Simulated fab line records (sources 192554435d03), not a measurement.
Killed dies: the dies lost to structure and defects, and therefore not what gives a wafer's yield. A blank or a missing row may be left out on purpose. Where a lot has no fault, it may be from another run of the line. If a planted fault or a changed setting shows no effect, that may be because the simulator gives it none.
The tool behind it: which one?    flow n5Finfet    10 lots, 24 wafers sampled, at 6 steps of a route of 1938

## WHAT EACH GAUGE READ, for each wafer
N5_BEOL_M3_OVL_MEAS_12. Usual: M3_OVL typically reads 0.1 nm, with standard deviation 0.71.
lot   measured      on          M3_OVL (nm)    flag
L900  day 7 01:22   overlay-01  0.2 -0.5       
L908  day 9 05:13   overlay-02  -0.5 0.5 -0.1  
L910  day 9 11:32   overlay-01  1.3 0.5 0.3    
L916  day 11 16:01  overlay-01  -0.3 -0.6 0.4  
L917  day 11 23:11  overlay-02  0.5 0.4        
L921  day 12 14:23  overlay-01  0.7 0.9        
L919  day 12 18:23  overlay-01  0.8 0.3        
L923  day 13 00:07  overlay-02  -0.9 -0.9      
L920  day 13 01:59  overlay-01  0.1 0.4        
L922  day 13 06:53  overlay-02  0.4 0.8 0.3    

N5_BEOL_M3_INSPECT_30: inspects for defects (brightfield). Usual: rawDefectCount at 383, with a standard deviation of 93.
lot   measured      on                rawDefectCount  flag
L900  day 7 02:29   defectInspect-01  441 506         
L908  day 9 06:16   defectInspect-02  1198 1092 1292  OFF
L910  day 9 13:38   defectInspect-02  1345 1355 1347  OFF
L916  day 11 17:15  defectInspect-01  420 385 447     
L917  day 12 00:07  defectInspect-02  679 504         
L921  day 12 15:26  defectInspect-01  436 353         
L919  day 12 19:31  defectInspect-01  528 382         
L923  day 13 01:10  defectInspect-01  312 417         
L920  day 13 02:55  defectInspect-02  348 373         
L922  day 13 07:51  defectInspect-02  380 326 360     

N5_BEOL_M4_RC_MEAS_101. Usual: DIBL_N 36.1 mV/V, standard deviation 2; DIBL_P 36.3 mV/V, standard deviation 2.5; IOFF_N 0.16 nA/um, standard deviation 0.037; IOFF_P 0.21 nA/um, standard deviation 0.039; ION_N 678 uA/um, standard deviation 15; ION_P 465 uA/um, standard deviation 8.7; SS_N 71.4 mV/dec, standard deviation 0.7; SS_P 73.3 mV/dec, standard deviation 0.74; VT_N 249 mV, standard deviation 3.6; VT_P -250.0 mV, standard deviation 2.9.
lot   measured      on         DIBL_N (mV/V)   DIBL_P (mV/V)   IOFF_N (nA/um)  IOFF_P (nA/um)  ION_N (uA/um)  ION_P (uA/um)  SS_N (mV/dec)   SS_P (mV/dec)   VT_N (mV)    VT_P (mV)             flag
L900  day 7 18:09   prober-01  35.5 33.2       36.4 33.5       0.16 0.11       0.26 0.20       669 649        475 462        72.2 71.1       73.6 72.7       251 257      -243.3 -247.6         
L908  day 10 17:14  prober-02  38.9 35.9 36.7  40.1 37.6 38.4  0.20 0.15 0.16  0.21 0.18 0.19  675 673 670    456 453 452    72.3 71.5 72.0  73.5 72.7 72.8  250 252 252  -253.0 -254.6 -253.3  
L910  day 10 22:55  prober-02  34.5 36.6 36.0  33.9 35.8 35.6  0.13 0.16 0.16  0.19 0.22 0.21  677 685 683    467 462 465    71.6 72.0 71.9  73.5 73.9 73.1  249 246 247  -249.3 -250.9 -249.6  
L916  day 12 19:57  prober-02  32.4 35.0 32.9  32.2 36.2 34.0  0.11 0.15 0.13  0.13 0.18 0.16  660 670 675    448 458 461    70.8 71.6 70.4  71.7 73.5 71.8  252 250 248  -256.9 -254.3 -254.9  
L917  day 13 11:09  prober-02  35.3 34.1       36.6 34.7       0.15 0.14       0.21 0.19       654 674        456 473        71.2 70.5       73.1 71.9       252 251      -249.0 -250.6         
L921  day 13 18:13  prober-02  38.5 35.2       39.9 34.9       0.21 0.15       0.22 0.16       685 671        455 451        72.0 70.6       74.3 72.9       248 252      -252.6 -256.1         
L919  day 13 20:16  prober-02  34.5 34.3       35.3 35.2       0.15 0.13       0.20 0.19       690 660        476 453        71.0 70.8       72.5 72.5       249 252      -250.5 -249.1         
L923  day 14 01:16  prober-02  34.2 36.9       34.1 37.5       0.13 0.16       0.18 0.23       676 672        466 468        70.1 71.6       73.3 74.1       251 251      -251.3 -249.1         
L920  day 14 06:56  prober-02  35.6 33.9       35.0 33.2       0.15 0.13       0.20 0.20       675 679        466 471        71.8 70.7       73.3 73.0       250 252      -247.7 -248.3         
L922  day 14 13:26  prober-01  39.8 36.3 37.8  41.0 37.9 38.1  0.25 0.17 0.21  0.31 0.25 0.24  702 687 689    476 474 460    72.3 71.1 72.4  74.4 74.2 74.1  242 246 244  -245.9 -244.9 -248.1  

## WHAT TOOL EACH LOT RAN ON (gives the tool, then ch and the chambers of the sampled wafers, and finally the start)
lot   N5_BEOL_M3_ETCH_64                 N5_BEOL_M3_ETCH_69                 N5_BEOL_M3_STRIP_36
L900  rieDiel-03 ch 0,2, day 7 01:34     rieDiel-02 ch 1, day 7 02:34       rieDiel-02 ch 0,1, day 7 05:37
L908  rieDiel-02 ch 0,1,3, day 9 05:23   rieDiel-01 ch 2,3, day 9 06:21     rieDiel-03 ch 0,1,3, day 9 11:25
L910  rieDiel-02 ch 1,3, day 9 12:38     rieDiel-02 ch 0,1, day 9 13:43     rieDiel-01 ch 0,2, day 9 23:58
L916  rieDiel-03 ch 0,1,2, day 11 16:16  rieDiel-02 ch 0,2, day 11 17:23    rieDiel-01 ch 0,2, day 11 19:34
L917  rieDiel-03 ch 0,2, day 11 23:22    rieDiel-02 ch 0,1, day 12 00:12    rieDiel-01 ch 0,3, day 12 04:29
L921  rieDiel-02 ch 0,2, day 12 14:33    rieDiel-03 ch 1, day 12 15:50      rieDiel-03 ch 0, day 12 22:04
L919  rieDiel-01 ch 2, day 12 18:34      rieDiel-03 ch 1,3, day 12 19:46    rieDiel-02 ch 2,3, day 12 22:20
L923  rieDiel-02 ch 0,3, day 13 00:17    rieDiel-02 ch 0,3, day 13 01:22    rieDiel-03 ch 1,3, day 13 02:01
L920  rieDiel-01 ch 0,3, day 13 02:09    rieDiel-01 ch 1,2, day 13 03:00    rieDiel-01 ch 2,3, day 13 07:13
L922  rieDiel-03 ch 0,1,3, day 13 07:05  rieDiel-03 ch 0,1,3, day 13 07:58  rieDiel-03 ch 0,1,3, day 13 10:37
- N5_BEOL_M3_ETCH_64: etches SOC in N2/H2, target depth 75 nm, overetch 15 nm, time 112.5 s.
- N5_BEOL_M3_ETCH_69: etches SiARC in CF4, target depth 15.6 nm, time 26 s.
- N5_BEOL_M3_STRIP_36: strips in N2/H2.

## WHAT THE TOOLS THEMSELVES READ (means of the sampled wafers that have a number; where no wafer has one, the mark that the record gives instead)
N5_BEOL_M3_ETCH_64. Usual: biasW 150.0 W, standard deviation 0.44; drypumpMotorCurrentA 6.0 A, standard deviation 0.39; oesProductAu 0.63 a.u., standard deviation 0.071; rfVppV 523.7 V, standard deviation 2.5; showerheadPlenumPTorr 2.53 Torr, standard deviation 0.08; throttleValvePct 17.76 %, standard deviation 0.27.
lot   tool        biasW (W)  drypumpMotorCurrentA (A)  oesProductAu (a.u.)  rfVppV (V)  showerheadPlenumPTorr (Torr)  throttleValvePct (%)  flag
L900  rieDiel-03  150.1      5.9                       0.60                 524.2       2.53                          17.71                 
L908  rieDiel-02  149.9      6.1                       0.61                 521.9       2.47                          17.69                 
L910  rieDiel-02  149.6      5.7                       0.58                 520.9       2.42                          17.95                 
L916  rieDiel-03  149.9      5.9                       0.63                 523.4       2.51                          17.70                 
L917  rieDiel-03  149.6      5.9                       0.58                 523.8       2.52                          17.80                 
L921  rieDiel-02  150.1      6.2                       0.70                 526.6       2.64                          17.62                 
L919  rieDiel-01  150.2      6.0                       0.56                 526.0       2.62                          18.02                 
L923  rieDiel-02  149.8      6.3                       0.61                 523.0       2.50                          17.55                 
L920  rieDiel-01  149.8      6.1                       0.63                 523.6       2.54                          17.70                 
L922  rieDiel-03  150.2      5.9                       0.62                 524.3       2.54                          17.71                 

N5_BEOL_M3_ETCH_69. Usual: value, then standard deviation, for each; biasW 35.99 W / 0.12; drypumpMotorCurrentA 6.0 A / 0.42; etchRfOnTimeS 26.2 s / 0.96; oesProductAu 0.68 a.u. / 0.085; rfVppV 184.0 V / 1.2; showerheadPlenumPTorr 2.14 Torr / 0.064; throttleValvePct 15.60 % / 0.24.
lot   tool        biasW (W)  drypumpMotorCurrentA (A)  etchRfOnTimeS (s)  oesProductAu (a.u.)  rfVppV (V)  showerheadPlenumPTorr (Torr)  throttleValvePct (%)  flag
L900  rieDiel-02  35.77      5.7                       26.1               0.64                 183.6       2.07                          16.00                 
L908  rieDiel-01  35.93      5.9                       26.6               0.60                 184.4       2.16                          15.79                 
L910  rieDiel-02  35.89      6.0                       25.7               0.67                 183.3       2.10                          15.78                 
L916  rieDiel-02  36.07      6.3                       25.1               0.77                 184.2       2.22                          15.40                 
L917  rieDiel-02  35.88      6.2                       26.5               0.66                 183.9       2.12                          15.68                 
L921  rieDiel-03  35.98      5.8                       27.2               0.74                 184.1       2.08                          15.36                 
L919  rieDiel-03  35.89      6.1                       26.4               0.67                 183.9       2.14                          15.56                 
L923  rieDiel-02  35.85      6.2                       26.4               0.66                 183.1       2.10                          15.42                 
L920  rieDiel-01  35.98      6.0                       26.4               0.66                 184.4       2.15                          15.77                 
L922  rieDiel-03  35.95      5.8                       26.7               0.66                 184.8       2.14                          15.57                 

N5_BEOL_M3_STRIP_36. Usual: drypumpMotorCurrentA 6.0 A, standard deviation 0.39; oesProductAu 0.80 a.u., standard deviation 0.099; rfVppV 59.1 V, standard deviation 1.4; showerheadPlenumPTorr 2.53 Torr, standard deviation 0.076; throttleValvePct 23.5 %, standard deviation 0.33.
lot   tool        drypumpMotorCurrentA (A)  oesProductAu (a.u.)  rfVppV (V)  showerheadPlenumPTorr (Torr)  throttleValvePct (%)  flag
L900  rieDiel-02  6.2                       0.82                 58.5        2.50                          23.4                  
L908  rieDiel-03  5.8                       0.80                 59.4        2.55                          23.4                  
L910  rieDiel-01  6.1                       0.79                 60.1        2.60                          23.5                  
L916  rieDiel-01  6.1                       0.83                 59.9        2.57                          23.3                  
L917  rieDiel-01  6.1                       0.81                 60.5        2.53                          23.4                  
L921  rieDiel-03  5.2                       0.76                 59.4        2.53                          23.4                  
L919  rieDiel-02  5.8                       0.83                 59.7        2.56                          23.7                  
L923  rieDiel-03  6.2                       0.79                 59.7        2.54                          23.4                  
L920  rieDiel-01  6.0                       0.69                 59.6        2.55                          23.9                  
L922  rieDiel-03  5.8                       0.78                 59.7        2.54                          23.5                  

## THE ANSWER, worked out from the rows above alone
Rule: lot off if the mean of its wafers having a number is beyond 3 standard deviations from the usual mean. A lot without any number at a reading at which 4 lots or more have one is off too. Any other lot the step has rows for is counted as sound. After the gauges, taken in route order, come the tools' own readings; for these a lot's mean is taken, as printed above. The first step at which some lot is off is used, and at that step the reading that is off furthest; a lot without a number counts as furthest.
Off, at N5_BEOL_M3_INSPECT_30 on rawDefectCount: L908, L910.
A tool fits if, at a process step before that reading, it ran every lot that is off, and no sound lot after the first of them. The gauges at N5_BEOL_M3_INSPECT_30 are tried like those tools. No candidate that was tried fits.

## WHAT THE SIMULATOR HAD PUT IN
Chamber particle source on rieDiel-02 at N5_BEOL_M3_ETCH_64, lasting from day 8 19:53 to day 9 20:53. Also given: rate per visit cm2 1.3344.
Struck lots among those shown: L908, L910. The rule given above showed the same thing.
